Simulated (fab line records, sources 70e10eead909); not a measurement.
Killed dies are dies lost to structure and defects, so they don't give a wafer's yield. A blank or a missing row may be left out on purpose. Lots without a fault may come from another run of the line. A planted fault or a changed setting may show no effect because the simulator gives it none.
Which tool did it? | flow nand_harc | 13 lots, 39 wafers sampled, at 4 steps of a route of 1302

WHAT THE GAUGES READ, wafer by wafer
The record holds no reading of a measuring or inspecting step that can be judged against a usual standard deviation.

WHICH TOOL RAN EACH LOT (tool, then ch and the chambers of the sampled wafers, then the start)
lot  | NHARC_A_STAIRCASE_STRIP_171          | NHARC_A_STAIRCASE_ETCH_13          | NHARC_A_STAIRCASE_TRIM_18                   | NHARC_A_STAIRCASE_TRIM_22
L867 | plasma_asher-02 ch 0,1, day 15 14:33 | rie_diel-05 ch 0,1, day 15 16:26   | rie_diel-05 ch 0,2, no start                | rie_diel-12 ch 0,1,2, no start
L869 | plasma_asher-02 ch 0,1, day 16 13:18 | rie_diel-05 ch 0,2,3, day 16 15:05 | rie_diel-05 ch 0,1,3, no start              | rie_diel-12 ch 0,1,2, no start
L872 | plasma_asher-01 ch 0,1, day 17 21:53 | rie_diel-12 ch 0,1,2, day 17 23:50 | rie_diel-12 ch 0,1,3, no start              | rie_diel-09 ch 0,1,3, no start
L878 | plasma_asher-01 ch 0,1, day 19 20:26 | rie_diel-05 ch 1,3, day 19 22:07   | rie_diel-05 ch 0,2,3, no start              | rie_diel-09 ch 0,3, no start
L882 | plasma_asher-02 ch 0,1, day 22 01:16 | rie_diel-09 ch 0,1,2, day 22 02:58 | rie_diel-09 ch 1,2,3, no start              | rie_diel-05 ch 1,2,3, no start
L881 | plasma_asher-02 ch 0,1, day 22 01:30 | rie_diel-09 ch 1,2,3, day 22 03:49 | rie_diel-09 ch 1,2,3, no start              | rie_diel-09 ch 1,2,3, no start
L884 | plasma_asher-02 ch 0,1, day 22 17:52 | rie_diel-12 ch 1,2,3, day 22 19:41 | rie_diel-12 ch 2,3, no start                | rie_diel-12 ch 0,2,3, no start
L885 | plasma_asher-02 ch 0,1, day 23 09:08 | rie_diel-05 ch 0,2,3, day 23 10:46 | rie_diel-05 ch 0,2,3, no start              | rie_diel-09 ch 0,1,3, no start
L886 | plasma_asher-02 ch 0,1, day 23 13:21 | rie_diel-09 ch 1,2, day 23 15:09   | rie_diel-09 ch 0,1, day 23 16:31 or earlier | rie_diel-12 ch 1,3, day 23 16:31
L887 | plasma_asher-01 ch 0,1, day 23 19:44 | rie_diel-12 ch 2,3, day 23 21:22   | rie_diel-12 ch 1,3, no start                | rie_diel-12 ch 2,3, no start
L889 | plasma_asher-02 ch 0,1, day 24 15:16 | rie_diel-09 ch 0,1,2, day 24 17:02 | rie_diel-09 ch 1,2,3, no start              | rie_diel-09 ch 1,2,3, no start
L888 | plasma_asher-01 ch 0,1, day 24 20:02 | rie_diel-05 ch 1,2,3, day 24 21:41 | rie_diel-05 ch 0,3, no start                | rie_diel-12 ch 1,2, no start
L890 | plasma_asher-01 ch 0,1, day 25 17:23 | rie_diel-05 ch 0,3, day 25 19:11   | rie_diel-05 ch 0,2, no start                | rie_diel-09 ch 0,1,3, no start
- NHARC_A_STAIRCASE_STRIP_171: strips in O2.
- NHARC_A_STAIRCASE_ETCH_13: etches the open film in C4F8/O2, target depth 100 nm, time 40.5 s.
- NHARC_A_STAIRCASE_TRIM_18: chemistry O2, time 211.2 s.
- NHARC_A_STAIRCASE_TRIM_22: chemistry O2, time 211.2 s.

WHAT THE TOOLS THEMSELVES READ (means of the sampled wafers that have a number; where no wafer has one, the mark that the record gives instead)
NHARC_A_STAIRCASE_STRIP_171.
lot  | tool            | drypump_motor_current_A (A) | heater_power_w (W)
L867 | plasma_asher-02 | 5.8                         | 304
L869 | plasma_asher-02 | 5.5                         | 296
L872 | plasma_asher-01 | 5.6                         | 368
L878 | plasma_asher-01 | 5.8                         | 359
L882 | plasma_asher-02 | 5.5                         | 301
L881 | plasma_asher-02 | 5.7                         | 309
L884 | plasma_asher-02 | 5.5                         | 301
L885 | plasma_asher-02 | 5.5                         | 296
L886 | plasma_asher-02 | 5.5                         | 292
L887 | plasma_asher-01 | 5.6                         | 387
L889 | plasma_asher-02 | 5.5                         | 299
L888 | plasma_asher-01 | 5.6                         | 388
L890 | plasma_asher-01 | 5.9                         | 368

NHARC_A_STAIRCASE_ETCH_13.
lot  | tool        | oes_product_au (a.u.) | rf_vpp_V (V) | run_length_s (s)
L867 | rie_diel-05 | 0.940                 | 895          | 61.7
L869 | rie_diel-05 | 0.945                 | 895          | 61.9
L872 | rie_diel-12 | 0.934                 | 902          | 61.7
L878 | rie_diel-05 | 0.927                 | 889          | 58.7
L882 | rie_diel-09 | 0.938                 | 898          | 61.4
L881 | rie_diel-09 | 0.926                 | 902          | 61.8
L884 | rie_diel-12 | 0.945                 | 897          | 61.8
L885 | rie_diel-05 | 0.957                 | 894          | 61.8
L886 | rie_diel-09 | 0.941                 | 902          | 61.6
L887 | rie_diel-12 | 0.947                 | 895          | 61.8
L889 | rie_diel-09 | 0.949                 | 897          | 61.6
L888 | rie_diel-05 | 0.947                 | 891          | 61.7
L890 | rie_diel-05 | 0.956                 | 892          | 61.9

NHARC_A_STAIRCASE_TRIM_18.
lot  | tool        | drypump_motor_current_A (A) | oes_product_au (a.u.) | rf_vpp_V (V) | showerhead_plenum_p_Torr (Torr) | throttle_valve_pct (%)
L867 | rie_diel-05 | 5.9                         | 1.006                 | 57.4         | 3.56                            | 17.039
L869 | rie_diel-05 | 5.3                         | 0.998                 | 57.4         | 3.46                            | 17.040
L872 | rie_diel-12 | 5.5                         | 1.014                 | 57.6         | 3.62                            | 17.046
L878 | rie_diel-05 | 5.8                         | 1.006                 | 58.1         | 3.48                            | 17.029
L882 | rie_diel-09 | 6.0                         | 0.992                 | 58.3         | 3.66                            | 17.035
L881 | rie_diel-09 | 6.1                         | 0.991                 | 58.7         | 3.66                            | 17.031
L884 | rie_diel-12 | 5.5                         | 1.006                 | 57.9         | 3.50                            | 17.034
L885 | rie_diel-05 | 5.8                         | 1.004                 | 57.6         | 3.46                            | 17.035
L886 | rie_diel-09 | 6.1                         | 1.007                 | 56.8         | 3.46                            | 17.036
L887 | rie_diel-12 | 5.1                         | 1.010                 | 57.1         | 3.48                            | 17.028
L889 | rie_diel-09 | 6.0                         | 0.990                 | 58.2         | 3.65                            | 17.043
L888 | rie_diel-05 | 5.3                         | 1.010                 | 57.7         | 3.49                            | 17.038
L890 | rie_diel-05 | 5.8                         | 1.002                 | 58.7         | 3.52                            | 17.036

NHARC_A_STAIRCASE_TRIM_22.
lot  | tool        | drypump_motor_current_A (A) | oes_product_au (a.u.) | rf_vpp_V (V) | showerhead_plenum_p_Torr (Torr) | throttle_valve_pct (%)
L867 | rie_diel-12 | 5.6                         | 1.011                 | 57.7         | 3.71                            | 17.030
L869 | rie_diel-12 | 5.6                         | 1.007                 | 58.3         | 3.71                            | 17.033
L872 | rie_diel-09 | 6.0                         | 1.010                 | 57.3         | 3.55                            | 17.038
L878 | rie_diel-09 | 5.9                         | 1.008                 | 57.7         | 3.42                            | 17.041
L882 | rie_diel-05 | 5.8                         | 1.003                 | 57.6         | 3.40                            | 17.029
L881 | rie_diel-09 | 6.0                         | 0.994                 | 58.6         | 3.66                            | 17.034
L884 | rie_diel-12 | 5.6                         | 1.009                 | 56.7         | 3.54                            | 17.030
L885 | rie_diel-09 | 6.0                         | 0.996                 | 56.9         | 3.52                            | 17.037
L886 | rie_diel-12 | 5.2                         | 1.013                 | 57.7         | 3.62                            | 17.033
L887 | rie_diel-12 | 5.3                         | 1.011                 | 57.2         | 3.42                            | 17.033
L889 | rie_diel-09 | 6.0                         | 0.996                 | 58.0         | 3.65                            | 17.035
L888 | rie_diel-12 | 5.4                         | 1.008                 | 58.2         | 3.69                            | 17.038
L890 | rie_diel-09 | 6.0                         | 0.991                 | 57.5         | 3.51                            | 17.037

THE ANSWER, worked out from the rows above alone
Rule: what is usual is taken from the lots themselves. Put in order of their means at a reading, lots are off if they are a third of the lots or fewer, leave a main group of 4 or more, and stand apart from it by a gap of 3 or more times the standard deviation of the main group's means; of several such gaps the widest counts. A main group whose means are all the same, to the digits that the tables above print for the reading, isn't used. A lot without any number at a reading at which 4 lots or more have one is off too. The other lots that the step has rows for count as sound. The gauges are gone through in route order, then the tools' own readings, and for those a lot's mean is taken as printed above. The first step at which some lot is off is used, and at that step the reading that is off furthest; a lot without a number counts as furthest.
Off: L878, at NHARC_A_STAIRCASE_ETCH_13 (run_length_s). The main group: mean 61.7 s, standard deviation 0.14.
A tool fits if, at that step or a process step before it, it ran every lot that is off, and no sound lot after the first of them. None of those tried fits.

WHAT THE SIMULATOR HAD PUT IN
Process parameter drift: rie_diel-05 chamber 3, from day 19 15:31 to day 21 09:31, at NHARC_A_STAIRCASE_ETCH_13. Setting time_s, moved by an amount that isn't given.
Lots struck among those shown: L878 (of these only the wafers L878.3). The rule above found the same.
